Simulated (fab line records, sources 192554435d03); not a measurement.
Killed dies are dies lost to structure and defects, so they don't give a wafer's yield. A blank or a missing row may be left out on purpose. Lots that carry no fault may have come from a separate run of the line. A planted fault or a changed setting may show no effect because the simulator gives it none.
A single fault, viewed from 3 desks / flow n5-finfet / every desk sees just its own numbers, and what lay behind them comes last

== THE DEFECT DESK ==
Counts from the inspections along the route, per lot, as means over the sampled wafers that have a number. The brackets show how far a lot's mean lies from the usual mean; more than 4 standard deviations puts the lot out of limits, marked OUT.
Columns: A = raw-defect-count at N5_BEOL_M2_INSPECT_30, usual 419
lot=L330; first seen here=day 7 22:18; A=445
lot=L333; first seen here=day 8 10:30; A=452
lot=L339; first seen here=day 9 21:55; A=407
lot=L345; first seen here=day 11 08:47; A=522
lot=L346; first seen here=day 11 19:25; A=320
lot=L347; first seen here=day 12 04:46; A=352
lot=L348; first seen here=day 12 08:29; A=468
Result from this desk: across the 7 lots, nothing is out of limits.

== FROM THE METROLOGY DESK ==
Lot by lot, what the gauges showed, no matter which tool ran the lot: averages of those sampled wafers that carry a number. The brackets show how far a lot's mean lies from the usual mean; more than 4 standard deviations puts the lot out of limits, marked OUT. Readings shown: 7 of its 12, picked as those furthest out on some lot.
Columns: A = DIBL_N at N5_BEOL_M4_RC_MEAS_101, usual 36.5 mV/V; B = IOFF_P at N5_BEOL_M4_RC_MEAS_101, usual 0.219 nA/um; C = ION_N at N5_BEOL_M4_RC_MEAS_101, usual 675 uA/um; D = ION_P at N5_BEOL_M4_RC_MEAS_101, usual 464 uA/um; E = SS_N at N5_BEOL_M4_RC_MEAS_101, usual 71.5 mV/dec; F = VT_N at N5_BEOL_M4_RC_MEAS_101, usual 249.7 mV; G = VT_P at N5_BEOL_M4_RC_MEAS_101, usual -250 mV
lot=L330; first seen here=day 7 22:13; A=37.5; B=0.216; C=689; D=465; E=72.3; F=246.3; G=-250
lot=L333; first seen here=day 8 10:25; A=35.6; B=0.186; C=676; D=461; E=71.6; F=250.0; G=-252
lot=L339; first seen here=day 9 21:49; A=35.9; B=0.285; C=685; D=479; E=71.7; F=245.8; G=-242
lot=L345; first seen here=day 11 08:42; A=37.4; B=0.219; C=680; D=460; E=71.7; F=247.5; G=-250
lot=L346; first seen here=day 11 19:19; A=37.5; B=0.224; C=670; D=461; E=71.5; F=249.4; G=-249
lot=L347; first seen here=day 12 04:41; A=35.9; B=0.187; C=666; D=453; E=71.1; F=251.5; G=-254
lot=L348; first seen here=day 12 08:24; A=34.0; B=0.197; C=674; D=468; E=71.2; F=251.4; G=-251
Result from this desk: across the 7 lots, nothing is out of limits.

== DESK OF THE TOOL OWNER: ald-sin-03 ==
The tool's own readings at N5_BEOL_M2_ALD_98 (deposits SiO2, target thk 2.5 nm, pulse time 1 s, co reactant pulse time 1 s): means of the sampled wafers that have a number, for each lot that ran on this tool. The brackets show how far a lot's mean lies from the usual mean; more than 4 standard deviations puts the lot out of limits, marked OUT.
Columns: A = heater-power-outer-w at N5_BEOL_M2_ALD_98, usual 39 W; B = heater-power-w at N5_BEOL_M2_ALD_98, usual 76 W; C = precursor-pulse-height-rel at N5_BEOL_M2_ALD_98, usual 0.999
lot=L339; first seen here=day 9 22:05; A=42; B=80; C=1.015
lot=L345; first seen here=day 11 09:07; A=42; B=79; C=0.986
lot=L346; first seen here=day 11 19:41; A=40; B=80; C=0.995
lot=L347; first seen here=day 12 04:58; A=44; B=84; C=1.000
Result from this desk: across the 4 lots, nothing is out of limits.

== TAKEN TOGETHER ==
Nothing out of limits was seen by the defect desk.
Nothing out of limits was seen by the metrology desk.
Nothing out of limits was seen by the tool owner's desk.

== WHAT THE SIMULATOR HAD INSERTED ==
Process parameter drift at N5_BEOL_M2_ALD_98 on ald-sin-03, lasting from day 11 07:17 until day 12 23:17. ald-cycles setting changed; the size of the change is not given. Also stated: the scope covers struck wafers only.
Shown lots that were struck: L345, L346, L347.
